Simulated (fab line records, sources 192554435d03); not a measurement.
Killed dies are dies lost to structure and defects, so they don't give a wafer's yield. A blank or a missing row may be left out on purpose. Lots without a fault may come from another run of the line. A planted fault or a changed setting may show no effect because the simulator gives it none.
Split-lot experiment | flow n5_finfet | 7 lots, 39 wafers read, on a route of 1938 steps

THE SPLIT
At N5_FIN_CUT_CUT_ETCH_15 (etches Si in HBr/Cl2/O2, target depth 100 nm, bt time 10 s, time 42.4 s), the setting time_s was moved away from the recipe's 42.4 s on 12 of the 39 wafers read, by -23.5% to +12.3%. The other wafers ran this setting at the recipe's value.

The reading is taken at the split's own step.

THE READING
SOC_of_FIN_CUT_COAT_18.thk_nm (the simulator's own value, which no gauge read), in nm, at N5_FIN_CUT_CUT_ETCH_15 (etches Si in HBr/Cl2/O2, target depth 100 nm, bt time 10 s, time 42.4 s). The file gives no usual value for it. The 27 wafers here that ran the recipe average 170.5 nm, standard deviation 1.9 nm.

wafer  | tool, chamber at the split | time_s as run, s | against the recipe | SOC_of_FIN_CUT_COAT_18.thk_nm, nm | against lot-mates on the recipe
L075.1 | rie_si-04, 1               | 42.4             | recipe             | 170.6                             | -
L075.3 | rie_si-04, 3               | 42.4             | recipe             | 169.4                             | -
L075.5 | rie_si-04, 2               | 42.4             | recipe             | 169.8                             | -
L077.1 | rie_si-04, 3               | 42.4             | recipe             | 168.6                             | -
L077.2 | rie_si-04, 2               | 32.45            | -23.5%             | 180.6                             | +9.8
L077.3 | rie_si-04, 1               | 42.4             | recipe             | 172                               | -
L077.4 | rie_si-04, 0               | 42.4             | recipe             | 171.8                             | -
L077.5 | rie_si-04, 2               | 32.45            | -23.5%             | 181.2                             | +10.4
L077.6 | rie_si-04, 3               | 32.45            | -23.5%             | 178.6                             | +7.8
L089.1 | rie_si-04, 2               | 47.62            | +12.3%             | 166.6                             | -6.7
L089.2 | rie_si-04, 0               | 42.4             | recipe             | 171                               | -
L089.3 | rie_si-04, 1               | 42.4             | recipe             | 172.6                             | -
L089.4 | rie_si-04, 3               | 47.62            | +12.3%             | 168.2                             | -5.1
L089.5 | rie_si-04, 0               | 47.62            | +12.3%             | 170.2                             | -3.1
L089.6 | rie_si-04, 1               | 42.4             | recipe             | 176.4                             | -
L094.1 | rie_si-05, 1               | 42.4             | recipe             | 171.8                             | -
L094.2 | rie_si-05, 0               | 42.4             | recipe             | 169.4                             | -
L094.3 | rie_si-05, 2               | 42.4             | recipe             | 172                               | -
L094.4 | rie_si-05, 3               | 42.4             | recipe             | 170.8                             | -
L094.5 | rie_si-05, 0               | 42.4             | recipe             | 170                               | -
L094.6 | rie_si-05, 1               | 42.4             | recipe             | 171.6                             | -
L095.1 | rie_si-05, 1               | 42.4             | recipe             | 167.2                             | -
L095.2 | rie_si-05, 2               | 42.4             | recipe             | 171.2                             | -
L095.3 | rie_si-05, 3               | 42.4             | recipe             | 167                               | -
L095.4 | rie_si-05, 3               | 42.4             | recipe             | 169.8                             | -
L095.5 | rie_si-05, 2               | 42.4             | recipe             | 171.4                             | -
L095.6 | rie_si-05, 1               | 42.4             | recipe             | 167                               | -
L096.1 | rie_si-04, 3               | 39.5             | -6.8%              | 172.2                             | +2.1
L096.2 | rie_si-04, 2               | 42.4             | recipe             | 170.6                             | -
L096.3 | rie_si-04, 1               | 42.4             | recipe             | 170.6                             | -
L096.4 | rie_si-04, 0               | 39.5             | -6.8%              | 172.6                             | +2.5
L096.5 | rie_si-04, 3               | 42.4             | recipe             | 169.2                             | -
L096.6 | rie_si-04, 0               | 39.5             | -6.8%              | 172.6                             | +2.5
L097.1 | rie_si-04, 0               | 34.69            | -18.2%             | 178.2                             | +7.4
L097.2 | rie_si-04, 1               | 42.4             | recipe             | 170.6                             | -
L097.3 | rie_si-04, 3               | 42.4             | recipe             | 169.2                             | -
L097.4 | rie_si-04, 2               | 34.69            | -18.2%             | 180.8                             | +10.0
L097.5 | rie_si-04, 2               | 42.4             | recipe             | 172.6                             | -
L097.6 | rie_si-04, 3               | 34.69            | -18.2%             | 178.2                             | +7.4

THE FIT
A straight line over all 39 wafers: SOC_of_FIN_CUT_COAT_18.thk_nm changes by -0.379 nm for each +1% of time_s; r = -0.87; the points scatter about the line by 1.9 nm.
The same after taking each lot's own level away (the mean of its wafers on the recipe; 39 wafers): -0.414 nm for each +1%; r = -0.93; scatter 1.4 nm.
On that fit, the largest move of time_s shifts the reading by 9.7 nm.
The lots' own levels span 168.93 to 173.33 nm, that is 2.3 times the standard deviation above.
So the lot-to-lot level changes the slope little: the two slopes agree.
Check: with one of the wafers moved furthest among these (-23.5%) left out of the fit, the line predicts +9.69 nm for it against its lot-mates. It came out at +9.8 nm against them.

OTHER SPLITS ON THESE WAFERS
These wafers also went through other splits before the reading. Each is held against what the fit with the lots' levels taken away leaves over:
other split on the same wafers    | wafers away from the commonest value | r with SOC_of_FIN_CUT_COAT_18.thk_nm (lot level and that fit taken away)
N5_WELL_APT_EXPOSE_22 dose_mj     | 15                                   | -0.02
N5_FIN_SAQP_SPACER1_ALD_24 temp_c | 12                                   | +0.04
N5_FIN_CUT_CUT_ETCH_26 time_s     | 12                                   | -0.57

THE WHOLE CHAIN: every reading that the file lists as answering this split, in the file's order
step                   | what it does                                                            | reading                                                                        | change (the file's fit)               | r (the file's)
N5_FIN_CUT_CUT_ETCH_15 | etches Si in HBr/Cl2/O2, target depth 100 nm, bt time 10 s, time 42.4 s | FIN_CUT.feature_depth_nm (the simulator's own value, which no gauge read)      | +1.02 nm for each +1% of the setting  | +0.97
N5_FIN_CUT_CUT_ETCH_15 | etches Si in HBr/Cl2/O2, target depth 100 nm, bt time 10 s, time 42.4 s | etch.depth_nm (the simulator's own value, which no gauge read)                 | +1.02 nm for each +1% of the setting  | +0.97
N5_FIN_CUT_CUT_ETCH_15 | etches Si in HBr/Cl2/O2, target depth 100 nm, bt time 10 s, time 42.4 s | SOC_of_FIN_CUT_COAT_18.thk_nm (the simulator's own value, which no gauge read) | -0.414 nm for each +1% of the setting | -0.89

THE FILE'S OWN FIT
SOC_of_FIN_CUT_COAT_18.thk_nm changes by -0.414 nm for each +1% of time_s, r = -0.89.
